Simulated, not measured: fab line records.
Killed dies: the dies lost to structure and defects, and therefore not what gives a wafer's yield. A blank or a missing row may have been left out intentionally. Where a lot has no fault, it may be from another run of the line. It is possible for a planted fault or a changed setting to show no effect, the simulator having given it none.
Which tool was responsible? -- flow nandHarc -- 36 wafers from 12 lots sampled at 5 of the route's 1302 steps

## WHAT THE GAUGES SHOWED, per wafer
NHARC_A_M1_INSPECT_27. Usual: rawDefectCount at 546, with a standard deviation of 140.
lot,measured,on,rawDefectCount,flag
L471,day 22 23:55,defectInspect-01,434 440 398,
L472,day 23 19:38,defectInspect-02,372 555 411,
L473,day 24 13:14,defectInspect-01,413 514 374,
L482,day 27 19:23,defectInspect-01,698 788 783,
L485,day 29 02:28,defectInspect-02,530 569 498,
L488,day 30 05:48,defectInspect-02,479 559 517,
L489,day 30 12:39,defectInspect-01,547 455 369,
L490,day 31 03:04,defectInspect-02,495 452 541,
L491,day 31 09:50,defectInspect-01,634 580 621,
L492,day 31 14:09,defectInspect-02,417 450 417,
L493,day 31 22:55,defectInspect-02,572 330 384,
L494,day 33 05:49,defectInspect-01,945 854 544,

NHARC_A_BONDPAD_CD_MEAS_09: the cd target is 500 nm. Usual: cdNm at 499.9 nm, with a standard deviation of 1.6.
lot,measured,on,cdNm (nm),flag
L471,day 23 01:49,cdSem-03,501.4 499.9 499.8,
L472,day 23 21:33,cdSem-01,500.6 498.5 499.4,
L473,day 24 15:18,cdSem-01,500.4 501.4 495.4,
L482,day 27 21:11,cdSem-03,498.8 499.2 499.3,
L485,day 29 04:47,cdSem-01,500.5 495.4 499.2,
L488,day 30 07:44,cdSem-02,495.3 501.4 499.6,
L489,day 30 14:33,cdSem-03,501.1 499.5 500.6,
L490,day 31 05:00,cdSem-03,500.6 501.6 498.5,
L491,day 31 11:46,cdSem-03,501.9 500.6 500.3,
L492,day 31 16:05,cdSem-01,500.7 497.5 500.1,
L493,day 32 00:42,cdSem-03,499.3 500.5 499.8,
L494,day 33 07:45,cdSem-02,499.5 501.4 501.8,

NHARC_END_SORT_01. Usual: defectLimitedYield 91.8 %, standard deviation 2.5; killedAtArray 51, standard deviation 17; killedAtOther 1.0, standard deviation 1.2; killedAtPeriphery 3.4, standard deviation 2.5; killedDies 56, standard deviation 17; killedOpen 3.3, standard deviation 2.1; killedShort 2.6, standard deviation 1.6; sort_bin_2_pct 2.8 %, standard deviation 1.1; sort_bin_3_pct 0.6 %, standard deviation 0.34; sort_bin_4_pct 4.9 %, standard deviation 1.5; sortNPass 621, standard deviation 17; sortRimYieldPct 93 %, standard deviation 4; sortYieldPct 91.8 %, standard deviation 2.5.
lot,measured,on,defectLimitedYield (%),killedAtArray,killedAtOther,killedAtPeriphery,killedDies,killedOpen,killedShort,sort_bin_2_pct (%),sort_bin_3_pct (%),sort_bin_4_pct (%),sortNPass,sortRimYieldPct (%),sortYieldPct (%),flag
L471,day 24 16:59,prober-02,95.0 96.3 96.3,33 22 24,0 2 0,1 1 1,34 25 25,3 2 5,3 4 2,1.5 1.5 1.6,0.6 0.1 0.3,3.0 2.1 1.8,643 652 652,91 92 92,95.0 96.3 96.3,
L482,day 30 11:02,prober-02,95.4 83.6 96.0,28 107 21,3 1 4,0 3 2,31 111 27,1 4 2,2 3 3,1.6 7.2 1.2,0.1 3.5 0,2.8 5.6 2.8,646 566 650,93 82 94,95.4 83.6 96.0,
L485,day 30 14:46,prober-02,92.3 88.6 91.9,49 72 53,0 0 1,3 5 1,52 77 55,2 2 3,3 1 3,2.4 5.2 2.7,0.4 0.4 0.3,4.9 5.8 5.2,625 600 622,82 96 92,92.3 88.6 91.9,
L493,day 33 05:05,prober-02,94.5 94.1 93.4,35 34 42,0 1 0,2 5 3,37 40 45,7 6 2,4 3 4,1.8 2.4 2.1,0.6 0.6 0.7,3.1 3.0 3.8,640 637 632,98 96 93,94.5 94.1 93.4,

## EACH LOT AND THE TOOL THAT RAN IT (in order: tool; ch and the chambers of the sampled wafers; start)
lot,NHARC_A_BONDPAD_DEP_00,NHARC_A_BONDPAD_STRIP_15
L471,"pecvd-01 ch 0,2, day 23 00:37","rieDiel-08 ch 0,2,3, day 23 02:26"
L472,"pecvd-02 ch 1,2, day 23 20:25","rieDiel-03 ch 0,2, day 23 22:10"
L473,"pecvd-01 ch 1,2, day 24 13:56","rieDiel-04 ch 0,2, day 24 15:55"
L482,"pecvd-01 ch 0,2, day 27 21:11 or earlier","rieDiel-08 ch 0,2,3, day 27 21:49"
L485,"pecvd-02 ch 0,1, day 29 03:32","rieDiel-04 ch 0,2,3, day 29 05:23"
L488,"pecvd-01 ch 0,2, day 30 06:31","rieDiel-04 ch 0,1,3, day 30 08:20"
L489,"pecvd-02 ch 0,1, day 30 14:33 or earlier","rieDiel-08 ch 0,1,2, day 30 15:10"
L490,"pecvd-02 ch 0,1,2, day 31 05:00 or earlier","rieDiel-03 ch 0,3, day 31 05:57"
L491,"pecvd-02 ch 0,1,2, day 31 10:35","rieDiel-08 ch 0,1,3, day 31 12:23"
L492,"pecvd-01 ch 0,1,2, day 31 16:05 or earlier","rieDiel-08 ch 0,1, day 31 16:42"
L493,"pecvd-01 ch 0,1, day 31 23:41","rieDiel-04 ch 0,2,3, day 32 01:19"
L494,"pecvd-01 ch 0,1,2, day 33 07:45 or earlier","rieDiel-08 ch 0,1,2, day 33 08:21"
- NHARC_A_BONDPAD_DEP_00: deposits SiCN, target thk 250 nm.
- NHARC_A_BONDPAD_STRIP_15: strips in O2.

## WHAT THE TOOLS THEMSELVES READ (means of the sampled wafers that have a number; where no wafer has one, the mark that the record gives instead)
NHARC_A_BONDPAD_DEP_00. Usual: heaterPowerW at 560 W, with a standard deviation of 72.
lot,tool,heaterPowerW (W),flag
L471,pecvd-01,621,
L472,pecvd-02,524,
L473,pecvd-01,534,
L482,pecvd-01,580,
L485,pecvd-02,589,
L488,pecvd-01,613,
L489,pecvd-02,589,
L490,pecvd-02,581,
L491,pecvd-02,583,
L492,pecvd-01,554,
L493,pecvd-01,586,
L494,pecvd-01,560,

NHARC_A_BONDPAD_STRIP_15. Usual: drypumpMotorCurrentA 5.7 A, standard deviation 0.36; oesProductAu 0.999 a.u., standard deviation 0.011; rfVppV 57.7 V, standard deviation 0.89; showerheadPlenumPTorr 3.50 Torr, standard deviation 0.12; throttleValvePct 17.035 %, standard deviation 0.0092.
lot,tool,drypumpMotorCurrentA (A),oesProductAu (a.u.),rfVppV (V),showerheadPlenumPTorr (Torr),throttleValvePct (%),flag
L471,rieDiel-08,5.7,0.992,58.0,3.51,17.033,
L472,rieDiel-03,6.0,0.997,57.9,3.46,17.044,
L473,rieDiel-04,6.0,0.992,57.6,3.52,17.037,
L482,rieDiel-08,5.6,0.987,58.2,3.51,17.033,
L485,rieDiel-04,5.8,1.006,57.1,3.50,17.029,
L488,rieDiel-04,5.6,1.003,58.2,3.44,17.040,
L489,rieDiel-08,5.5,1.007,57.7,3.50,17.043,
L490,rieDiel-03,5.9,1.004,58.4,3.50,17.035,
L491,rieDiel-08,5.8,0.994,57.1,3.57,17.029,
L492,rieDiel-08,5.7,0.998,56.5,3.60,17.038,
L493,rieDiel-04,5.8,0.995,57.7,3.49,17.030,
L494,rieDiel-08,5.5,0.994,57.7,3.50,17.034,

## THE ANSWER, worked out from the rows above alone
Rule: take the mean of a lot's wafers that have a number; if it is more than 3 standard deviations from the usual mean, the lot is off. A lot without any number at a reading at which 4 lots or more have one is off too. Where the step has rows for the other lots, those lots are counted as sound. The gauges are gone through in route order, then the tools' own readings, and for those a lot's mean is taken as printed above. At the first step where some lot is off, the reading lying furthest off is the one used; lots without a number count as furthest.
No lot is off on any of the readings shown, so nothing can be concluded from this.

## WHAT THE SIMULATOR HAD PUT IN
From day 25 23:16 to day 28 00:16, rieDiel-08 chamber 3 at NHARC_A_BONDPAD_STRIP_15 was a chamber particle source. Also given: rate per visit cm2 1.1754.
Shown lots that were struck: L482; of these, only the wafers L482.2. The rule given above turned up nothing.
